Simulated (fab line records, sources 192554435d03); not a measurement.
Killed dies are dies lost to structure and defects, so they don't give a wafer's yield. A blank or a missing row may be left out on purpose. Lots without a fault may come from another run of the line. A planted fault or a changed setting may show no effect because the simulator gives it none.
Chamber matching | flow n5_finfet | N5_BEOL_M9_STRIP_67 on rie_diel-05: 4 sister chambers
The step strips in CF4. 18 wafers are shown with their chamber, then 9 later ones without.

WAFERS WITH THEIR CHAMBER
wafer  | chamber | drypump_motor_current_A (A) | showerhead_plenum_p_Torr (Torr) | throttle_valve_pct (%)
L074.2 | 2       | 5.4                         | 1.88                            | 13.42
L074.3 | 3       | 5.3                         | 1.77                            | 13.64
L074.4 | 1       | 5.3                         | 1.89                            | 13.32
L077.3 | 2       | 5.4                         | 1.88                            | 13.43
L077.5 | 3       | 5.4                         | 1.77                            | 13.65
L077.6 | 2       | 5.4                         | 1.88                            | 13.44
L081.1 | 0       | 6.3                         | 1.74                            | 13.70
L081.2 | 2       | 5.4                         | 1.88                            | 13.47
L081.3 | 1       | 5.3                         | 1.88                            | 13.36
L087.1 | 0       | 6.3                         | 1.74                            | 13.76
L087.4 | 1       | 5.3                         | 1.88                            | 13.39
L087.5 | 3       | 5.4                         | 1.77                            | 13.11
L088.2 | 2       | 5.4                         | 1.87                            | 13.49
L088.3 | 0       | 6.3                         | 1.74                            | 13.77
L088.5 | 2       | 5.4                         | 1.87                            | 13.49
L089.1 | 3       | 5.3                         | 1.77                            | 13.13
L089.2 | 0       | 6.3                         | 1.74                            | 13.75
L089.4 | 2       | 5.4                         | 1.87                            | 13.50

SIGNATURES (means of the wafers above)
reading                  | chamber 0 | chamber 1 | chamber 2 | chamber 3 | scatter within a chamber
drypump_motor_current_A  | 6.300     | 5.300     | 5.400     | 5.350     | 0.0267
showerhead_plenum_p_Torr | 1.7400    | 1.8833    | 1.8757    | 1.7700    | 0.00412
throttle_valve_pct       | 13.7450   | 13.3567   | 13.4629   | 13.3825   | 0.143
Rule: a wafer's distance from a chamber is the root of the sum, over the readings, of the square of ((its reading less the chamber's mean) divided by the reading's scatter). The wafer belongs to the nearest chamber; if the next one is less than 2 further off, it can't be placed. The scatter: the root of (the sum of the squares of (reading less its chamber's mean) over the shown wafers, divided by (wafers less chambers)).

WAFERS WITHOUT THEIR CHAMBER
wafer  | drypump_motor_current_A (A) | showerhead_plenum_p_Torr (Torr) | throttle_valve_pct (%)
L092.4 | 5.3                         | 1.88                            | 13.41
L092.5 | 5.3                         | 1.88                            | 13.43
L092.6 | 5.4                         | 1.87                            | 13.51
L095.1 | 6.3                         | 1.74                            | 13.79
L095.2 | 5.3                         | 1.88                            | 13.42
L095.3 | 5.4                         | 1.87                            | 13.53
L097.1 | 6.3                         | 1.73                            | 13.80
L097.3 | 5.3                         | 1.76                            | 13.17
L097.6 | 5.4                         | 1.87                            | 13.55

WHICH CHAMBER EACH WENT THROUGH
wafer  | from the rows above | in truth
L092.4 | 1                   | 1
L092.5 | 1                   | 1
L092.6 | 2                   | 2
L095.1 | 0                   | 0
L095.2 | 1                   | 1
L095.3 | 2                   | 2
L097.1 | 0                   | 0
L097.3 | 3                   | 3
L097.6 | 2                   | 2
Placed correctly: 9 of 9. Can't be placed from these rows: 0. Placed wrongly: 0.
